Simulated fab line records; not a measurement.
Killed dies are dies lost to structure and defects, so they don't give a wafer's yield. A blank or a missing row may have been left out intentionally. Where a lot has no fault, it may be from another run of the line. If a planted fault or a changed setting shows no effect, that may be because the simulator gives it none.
Chamber matching ; flow n5_finfet ; rie_diel-04 running N5_FIN_SAQP_SPACER2_ETCHBACK_29: 4 sister chambers
The step etches SiO2 in CHF3/O2, target depth 12.2 nm, time 6.1 s. 14 wafers are shown with their chamber, then 7 later ones without.

WAFERS, EACH WITH ITS CHAMBER
wafer;chamber;drypump_motor_current_A (A);rf_vpp_V (V);oes_ar_750_au (a.u.)
L076.3;3;6.15;529;0.87
L076.4;1;5.40;540;0.73
L076.6;3;6.13;528;0.87
L078.1;3;6.12;529;0.85
L078.5;3;6.12;529;0.86
L078.6;2;5.47;504;0.76
L079.2;0;6.20;543;0.98
L079.4;2;5.47;504;0.75
L079.6;3;6.14;529;0.85
L084.3;2;5.46;503;0.75
L084.4;1;5.39;539;0.71
L084.5;2;5.46;503;0.75
L085.1;3;6.14;528;0.84
L085.4;1;5.43;538;0.71

SIGNATURES (means of the wafers above)
reading;chamber 0;chamber 1;chamber 2;chamber 3;scatter within a chamber
drypump_motor_current_A;6.2000;5.4067;5.4650;6.1333;0.013
rf_vpp_V;543.00;539.00;503.50;528.67;0.658
oes_ar_750_au;0.9800;0.7167;0.7525;0.8567;0.0104
Rule: for each reading, subtract the chamber's mean from the wafer's reading, divide by that reading's scatter and square the result; add these up over the readings and take the root, which gives the wafer's distance from the chamber. If the next closest chamber is less than 2 further off than the closest, the wafer can't be placed; otherwise it belongs to the closest. The scatter: the root of (the sum of the squares of (reading less its chamber's mean) over the shown wafers, divided by (wafers less chambers)).

WAFERS WITHOUT THEIR CHAMBER
wafer;drypump_motor_current_A (A);rf_vpp_V (V);oes_ar_750_au (a.u.)
L085.5;6.20;545;0.91
L087.1;5.40;541;0.71
L087.4;6.12;528;0.83
L087.5;6.22;546;0.91
L095.1;6.13;528;0.81
L095.4;5.41;541;0.70
L095.5;6.13;528;0.81

WHICH CHAMBER EACH WENT THROUGH
wafer;from the rows above;in truth
L085.5;0;0
L087.1;1;1
L087.4;3;3
L087.5;0;0
L095.1;3;3
L095.4;1;1
L095.5;3;3
7 of 7 placed correctly. From these rows, 0 cannot be placed. Wrongly placed: 0.
